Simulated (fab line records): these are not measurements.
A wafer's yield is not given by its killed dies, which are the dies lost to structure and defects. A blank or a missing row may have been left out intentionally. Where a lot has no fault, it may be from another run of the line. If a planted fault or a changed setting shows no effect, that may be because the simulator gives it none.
fab line records | flow nand-harc
record lots=6 | wafers=18 | last-day=24
route steps=1159 shown THIN_TSV@1101 END@1159
lots untouched by any fault: they come from a run of this same line in which no faults occurred
start-h: the number of hours between the record's first day and the start of the first shown wafer of the lot | wait-h: hours elapsed since this lot's preceding step | " the same as in the row above | L1.1+2: one row covering several wafers at once | - value missing, or start not given | * or withheld: withheld | < > ~ a bound
route shown NAME@n: names a module that has steps shown in the file, with the first one's number in the route | usual: mean/standard deviation of fault-free wafers | same: alike in all rows | chamber/n: place in a boat | sites: per-site readings | _std_site: standard deviation across them | _edge_site: outer sites' mean less inner sites' | radius-mm: for every site, how far away it sits from the centre of the wafer | mask NAME#n: copy n | behind: the last tool/chamber to shape the wafer | hold: why the lot went on hold/how many hours it stayed there/how the hold came to an end | device: whichever transistor did not switch (one of n, p or np) | end of line: the route-end tests of the same wafers | for a step that has no rows: nothing shown but its recipe | killed: not the wafer's yield, but the dies lost to structure and defects at the first sort | map: shows each die of a wafer: x if killed, . if not, _ if none is there
set.NAME: the setting the step ran with; set.NAME@STEP: the setting that earlier step ran with | model.NAME: the simulator's own value behind a step, which no gauge read
certain route steps with their lots: each step a table, each wafer a row
services: from which hour (start-h, from the record's first day; less than 0 if before it) a tool's chamber was out of use, for how many hours, and why
## steps
# step NHARC_THIN_TSV_GRIND_00
# recipe target-thk-um=6
# usual motor-current-A=11.998/0.021
lot.wafer | tool       | chamber | start-h | wait-h | motor-current-A
L422.2    | grinder-01 | 0       | 462.14  | 1.5    | 11.982
L422.3    | "          | 0       | "       | "      | 12.002
L422.4    | "          | 0       | "       | "      | 11.977
L423.1    | grinder-01 | 0       | 469.61  | 0.1    | 11.970
L423.5    | "          | 0       | "       | "      | 12.010
L423.6    | "          | 0       | "       | "      | 12.011
L424.2    | grinder-01 | 0       | 474.90  | 0.3    | 12.000
L424.3    | "          | 0       | "       | "      | 11.977
L424.4    | "          | 0       | "       | "      | 11.986
L433.2    | grinder-01 | 0       | 531.03  | 0.3    | 11.969
L433.4    | "          | 0       | "       | "      | 11.998
L433.6    | "          | 0       | "       | "      | 12.011
L439.2    | grinder-01 | 0       | 546.35  | 1.5    | 12.014
L439.3    | "          | 0       | "       | "      | 11.977
L439.5    | "          | 0       | "       | "      | 12.000
L440.1    | grinder-01 | 0       | 564.28  | 1.3    | 12.026
L440.2    | "          | 0       | "       | "      | 12.015
L440.6    | "          | 0       | "       | "      | 11.997
# step NHARC_THIN_TSV_CMP_01
# recipe target-thk-um=3
# usual motor-current-A=12.1/1.1
lot.wafer | tool   | chamber | start-h | wait-h | motor-current-A
L422.4    | cmp-02 | 2       | 463.16  | 0.4    | 13.0
L422.3    | "      | 0       | "       | "      | 11.5
L422.2    | "      | 1       | "       | "      | 9.9
L423.1    | cmp-03 | 3       | 470.92  | 1.1    | 13.9
L423.5    | "      | 0       | "       | "      | 13.0
L423.6    | "      | 1       | "       | "      | 12.0
L424.4    | cmp-02 | 3       | 475.96  | 0.5    | 12.1
L424.2    | "      | 0       | "       | "      | 11.8
L424.3    | "      | 1       | "       | "      | 10.4
L433.2    | cmp-02 | 1       | 532.10  | 0.9    | 10.1
L433.4    | "      | 2       | "       | "      | 12.5
L433.6    | "      | 3       | "       | "      | 12.2
L439.2    | cmp-02 | 0       | 547.42  | 0.9    | 12.1
L439.3    | "      | 1       | "       | "      | 9.9
L439.5    | "      | 3       | "       | "      | 12.1
L440.2    | cmp-02 | 1       | 565.49  | 0.8    | 9.8
L440.1    | "      | 2       | "       | "      | 13.6
L440.6    | "      | 1       | "       | "      | 10.2
# step NHARC_THIN_TSV_THK_MEAS_02
# recipe thk-meas-gauge=ir
# usual thk-nm=3033/230
lot.wafer | tool          | chamber | start-h | wait-h | thk-nm
L422.2    | film-metro-02 | -       | 463.42  | 0.2    | 2869
L422.3    | "             | -       | "       | "      | 3280
L422.4    | "             | -       | "       | "      | 2986
L423.1    | film-metro-01 | -       | 471.11  | -      | 3475
L423.5    | "             | -       | "       | "      | 3249
L423.6    | "             | -       | "       | "      | 3024
L424.2    | film-metro-01 | -       | 476.20  | -      | 3240
L424.3    | "             | -       | "       | "      | 2882
L424.4    | "             | -       | "       | "      | 3092
L433.2    | film-metro-02 | -       | 532.32  | 0.2    | 2722
L433.4    | "             | -       | "       | "      | 2832
L433.6    | "             | -       | "       | "      | 2860
L439.2    | film-metro-01 | -       | 547.67  | 0.2    | 3295
L439.3    | "             | -       | "       | "      | 3426
L439.5    | "             | -       | "       | "      | 3225
L440.1    | film-metro-01 | -       | 565.77  | 0.2    | 2957
L440.2    | "             | -       | "       | "      | 2877
L440.6    | "             | -       | "       | "      | 2655
# step NHARC_THIN_TSV_SRD_03
# step NHARC_THIN_TSV_PRECLEAN_41
# recipe time-s=* | temp-c=50 | bath-age-min=0 | chemistry=SC1
# step NHARC_THIN_TSV_SRD_42
# step NHARC_THIN_TSV_DEP_43
# recipe target-thk-a=13285 | temp-c=withheld | pressure-torr=6.5 | rf-w=900 | teos-flow-sccm=161.4 | flow-sccm=2650 | target-thk-nm=1328.5 | gas=O2 | material=SiO2
# usual chamber-pressure-Torr=6.501/0.015 | throttle-valve-pct=15.8/0.45
lot.wafer | tool     | chamber | start-h | wait-h | chamber-pressure-Torr | throttle-valve-pct
L422.2    | pecvd-04 | 2       | 463.64  | -      | 6.511                 | 15.7
L422.3    | "        | 0       | "       | "      | 6.528                 | 15.0
L422.4    | "        | 0       | "       | "      | 6.498                 | 15.3
L423.1    | pecvd-04 | 0       | 471.39  | -      | 6.503                 | 15.3
L423.6    | "        | 2       | "       | "      | 6.508                 | 15.9
L423.5    | "        | 0       | "       | "      | 6.508                 | 15.3
L424.2    | pecvd-02 | 2       | 476.47  | -      | 6.474                 | 15.6
L424.3    | "        | 0       | "       | "      | 6.494                 | 16.5
L424.4    | "        | 0       | "       | "      | 6.490                 | 16.6
L433.2    | pecvd-03 | 2       | 532.54  | -      | 6.484                 | 16.0
L433.6    | "        | 2       | "       | "      | 6.479                 | 16.0
L433.4    | "        | 1       | "       | "      | 6.497                 | 15.9
L439.3    | pecvd-04 | 2       | 547.93  | -      | 6.492                 | 16.2
L439.2    | "        | 0       | "       | "      | 6.496                 | 15.4
L439.5    | "        | 0       | "       | "      | 6.486                 | 15.6
L440.1    | pecvd-02 | 1       | 565.99  | -      | 6.532                 | 15.9
L440.2    | "        | 2       | "       | "      | 6.488                 | 15.9
L440.6    | "        | 2       | "       | "      | 6.478                 | 15.9
# step NHARC_THIN_TSV_DEHYDRATE_04
# recipe temp-c=150 | time-s=120
# step NHARC_THIN_TSV_HMDS_05
# recipe time-s=30
# step NHARC_THIN_TSV_COAT_06
# recipe spin-rpm=*
# step NHARC_THIN_TSV_SOFTBAKE_07
# recipe temp-c=122 | time-s=95
# step NHARC_THIN_TSV_EBR_08
# step NHARC_THIN_TSV_EXPOSE_09
# recipe na=0.55 | dose-mj=30.7 | mask-id=TSV
# usual exposure-dose-mJ-cm2=30.700/0.029 | focus-offset-nm=0.0/0.55
lot.wafer | tool           | chamber | start-h | wait-h | mask  | exposure-dose-mJ-cm2 | focus-offset-nm
L422.2    | krf-scanner-03 | 0       | 464.21  | -      | TSV#0 | 30.651               | 0.7
L422.3    | "              | 0       | "       | "      | TSV#0 | 30.650               | 0.2
L422.4    | "              | 0       | "       | "      | TSV#0 | 30.636               | 0.2
L423.1    | krf-scanner-03 | 0       | 471.89  | -      | TSV#0 | 31.202               | -0.5
L423.5    | "              | 0       | "       | "      | TSV#0 | 31.241               | -0.3
L423.6    | "              | 0       | "       | "      | TSV#0 | 31.205               | -0.4
L424.2    | krf-scanner-03 | 0       | 477.10  | -      | TSV#0 | 31.237               | 0.9
L424.3    | "              | 0       | "       | "      | TSV#0 | 31.247               | 0.3
L424.4    | "              | 0       | "       | "      | TSV#0 | 31.169               | 0.8
L433.2    | krf-scanner-01 | 0       | 533.23  | -      | TSV#0 | 30.692               | -0.1
L433.4    | "              | 0       | "       | "      | TSV#0 | 30.675               | -0.9
L433.6    | "              | 0       | "       | "      | TSV#0 | 30.691               | 0.5
L439.2    | krf-scanner-02 | 0       | 548.44  | -      | TSV#0 | 30.678               | 0.2
L439.3    | "              | 0       | "       | "      | TSV#0 | 30.714               | 0.0
L439.5    | "              | 0       | "       | "      | TSV#0 | 30.675               | -0.2
L440.1    | krf-scanner-01 | 0       | 566.54  | -      | TSV#0 | 30.668               | 0.1
L440.2    | "              | 0       | "       | "      | TSV#0 | 30.714               | -0.1
L440.6    | "              | 0       | "       | "      | TSV#0 | 30.729               | 0.8
# step NHARC_THIN_TSV_PEB_10
# recipe peb-temp-c=118 | peb-time-s=85
# step NHARC_END_SORT_01
# recipe temp-c=25
# usual defect-limited-yield=95.2/1.9 | killed-at-array=29/13 | killed-at-other=0.7/1 | killed-at-periphery=3.2/2.3 | killed-dies=33/13 | killed-open=3.3/1.7 | killed-short=2.0/1.5 | sort_bin_2_pct=1.5/0.8 | sort_bin_3_pct=0.27/0.22 | sort_bin_4_pct=3.0/1.1 | sort-n-pass=644/13 | sort-rim-yield-pct=96.0/2.9 | sort-yield-pct=95.2/1.9
# same gross-dies=677 | sort_bin_5_pct[%]=0 | sort_bin_6_pct[%]=0 | sort_bin_7_pct[%]=0 | sort_bin_8_pct[%]=0 | sort-rim-n-gross=106.00
lot.wafer | tool      | chamber | start-h | wait-h | defect-limited-yield[%] | killed-at-array | killed-at-other | killed-at-periphery | killed-dies | killed-open | killed-short | sort_bin_2_pct[%] | sort_bin_3_pct[%] | sort_bin_4_pct[%] | sort-n-pass | sort-rim-yield-pct[%] | sort-yield-pct[%]
L422.2    | prober-01 | 0       | 479.39  | 2.8    | 97.9                    | 13              | 0               | 1                   | 14          | 3           | 0            | 0.3               | 0                 | 1.8               | 663         | 100.0                 | 97.9
L422.3    | prober-01 | 0       | 480.20  | 3.1    | 99.0                    | 6               | 1               | 0                   | 7           | 3           | 0            | 0.4               | 0                 | 0.6               | 670         | 99.1                  | 99.0
L422.4    | prober-01 | 0       | 481.00  | 3.4    | 97.0                    | 17              | 0               | 3                   | 20          | 3           | 2            | 1.2               | 0.15              | 1.6               | 657         | 95.3                  | 97.0
L424.2    | prober-02 | 0       | 495.70  | 2.8    | 97.0                    | 14              | 0               | 6                   | 20          | 2           | 3            | 1.0               | 0.15              | 1.8               | 657         | 95.3                  | 97.0
L424.3    | prober-02 | 0       | 496.49  | 3.1    | 97.6                    | 13              | 0               | 3                   | 16          | 4           | 2            | 0.7               | 0.15              | 1.5               | 661         | 98.1                  | 97.6
L424.4    | prober-02 | 0       | 497.28  | 3.4    | 96.3                    | 16              | 1               | 8                   | 25          | 3           | 4            | 0.7               | 0.15              | 2.8               | 652         | 94.3                  | 96.3
L433.2    | prober-01 | 0       | 549.04  | 2.8    | 96.9                    | 19              | 1               | 1                   | 21          | 2           | 3            | 0.9               | 0.15              | 2.1               | 656         | 99.1                  | 96.9
L433.4    | prober-01 | 0       | 550.65  | 3.4    | 95.7                    | 28              | 0               | 1                   | 29          | 4           | 1            | 1.3               | 0.30              | 2.7               | 648         | 95.3                  | 95.7
L433.6    | prober-01 | 0       | 552.25  | 4.0    | 95.4                    | 29              | 0               | 2                   | 31          | 3           | 3            | 1.3               | 0.15              | 3.1               | 646         | 98.1                  | 95.4
# killed by level:class
L422.2 A_STAIRCASE:chamber-film-flake=4 A_CONTACT:chamber-film-flake=4 A_SGD_CUT:geometric-particle:open=1 A_CONTACT:geometric-particle:open=1 A_M0:geometric-particle:open=1 P_STI:chamber-film-flake=1 A_CHANNEL_FILL_D1:chamber-film-flake=1 A_SLIT:chamber-film-flake=1
L422.3 A_STAIRCASE:chamber-film-flake=2 A_CHANNEL_FILL_D1:geometric-particle:open=1 A_CONTACT:geometric-particle:open=1 A_BLC:geometric-particle:open=1 A_CONTACT:chamber-film-flake=1 THIN_TSV:chamber-film-flake=1
L422.4 A_STAIRCASE:chamber-film-flake=7 A_CONTACT:chamber-film-flake=4 A_CONTACT:geometric-particle:open=2 P_CONTACT:geometric-particle:open=1 P_M0:geometric-particle:short=1 A_WL_FILL:geometric-particle:short=1 P_ZERO_WELL:chamber-film-flake=1 A_CHANNEL_HOLE_D1:chamber-film-flake=1
L424.2 A_CHANNEL_HOLE_D1:chamber-film-flake=8 P_GATE:chamber-film-flake=2 A_CONTACT:chamber-film-flake=2 P_M0:geometric-particle:open=1 P_M1:geometric-particle:open=1 P_M1:geometric-particle:short=1 A_SOURCE_PLATE:geometric-particle:short=1 A_WL_FILL:geometric-particle:short=1
L424.3 A_CHANNEL_HOLE_D1:chamber-film-flake=3 P_STI:chamber-film-flake=2 A_STAIRCASE:chamber-film-flake=2 P_STI:geometric-particle:open=1 A_ONON_D1:geometric-particle:open=1 A_WL_FILL:geometric-particle:open=1 A_WL_FILL:geometric-particle:short=1 A_CONTACT:geometric-particle:open=1
L424.4 A_CHANNEL_HOLE_D1:chamber-film-flake=7 A_STAIRCASE:chamber-film-flake=5 A_CHANNEL_HOLE_D1:geometric-particle:short=3 P_CONTACT:geometric-particle:open=2 P_ZERO_WELL:chamber-film-flake=2 P_STI:chamber-film-flake=2 P_CONTACT:geometric-particle:short=1 P_M0:geometric-particle:open=1
L433.2 A_CHANNEL_HOLE_D1:chamber-film-flake=14 A_ONON_D1:geometric-particle:open=1 A_ONON_D1:geometric-particle:short=1 A_BLC:geometric-particle:open=1 A_M1:geometric-particle:short=1 P_STI:chamber-film-flake=1 STARTING-WAFER:geometric-particle:short=1 A_WL_FILL:chamber-film-flake=1
L433.4 A_CHANNEL_HOLE_D1:chamber-film-flake=23 P_M0:geometric-particle:open=1 A_ONON_D1:geometric-particle:open=1 A_CONTACT:geometric-particle:short=1 A_BLC:geometric-particle:open=1 A_M1:geometric-particle:open=1 A_CONTACT:chamber-film-flake=1
L433.6 A_CHANNEL_HOLE_D1:chamber-film-flake=22 A_WL_FILL:geometric-particle:short=2 P_M0:geometric-particle:open=1 A_ONON_D1:geometric-particle:short=1 A_SGD_CUT:geometric-particle:open=1 A_WL_FILL:geometric-particle:open=1 P_STI:chamber-film-flake=1 A_STAIRCASE:chamber-film-flake=1
## services
tool           | chamber | start-h | hours | kind
grinder-01     | -       | 439.52  | 0.2   | repair
grinder-01     | -       | 441.77  | 1.4   | repair
pecvd-02       | 2       | 446.75  | 8.0   | repair
cmp-03         | -       | 453.80  | 4.0   | pm
krf-scanner-01 | -       | 461.62  | 6.6   | repair
cmp-03         | -       | 462.32  | 0.6   | repair
pecvd-03       | -       | 473.59  | 13.0  | pm
cmp-02         | -       | 479.15  | 0.6   | repair
krf-scanner-03 | -       | 481.21  | 10.1  | repair
cmp-02         | -       | 482.88  | 1.0   | repair
cmp-03         | -       | 488.37  | 0.3   | repair
pecvd-03       | 1       | 504.99  | 24.2  | repair
cmp-02         | -       | 511.54  | 0.9   | repair
krf-scanner-03 | -       | 512.24  | 4.0   | pm
cmp-03         | -       | 514.11  | 0.7   | repair
pecvd-02       | -       | 515.00  | 13.0  | pm
grinder-01     | -       | 519.31  | 3.2   | repair
cmp-02         | -       | 520.64  | 4.0   | pm
cmp-02         | -       | 528.40  | 1.2   | repair
krf-scanner-03 | -       | 533.32  | 1.1   | repair
cmp-03         | -       | 551.80  | 4.0   | pm
pecvd-04       | 2       | 553.70  | 23.3  | repair
pecvd-04       | -       | 557.29  | 13.0  | pm
krf-scanner-01 | -       | 560.70  | 4.0   | pm
## key
first-sign step=NHARC_THIN_TSV_EXPOSE_09 | reading=exposure-dose-mJ-cm2 | direction=up | sigmas=18 | usual=30.700 | struck=31.217
effect none on later readings
met-at NHARC_THIN_TSV_EXPOSE_09
struck-wafers L423.1,L423.5,L423.6,L424.2,L424.3,L424.4
onset-between 464.21 471.89
fault kind=process-parameter-drift | tool=krf-scanner-03 | chamber=- | onset-h=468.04 | steps=NHARC_THIN_TSV_EXPOSE_09 | channel=dose-mj | offset=0.52016 | shape=step | acts-in=these-recipes-only | stated=30.7
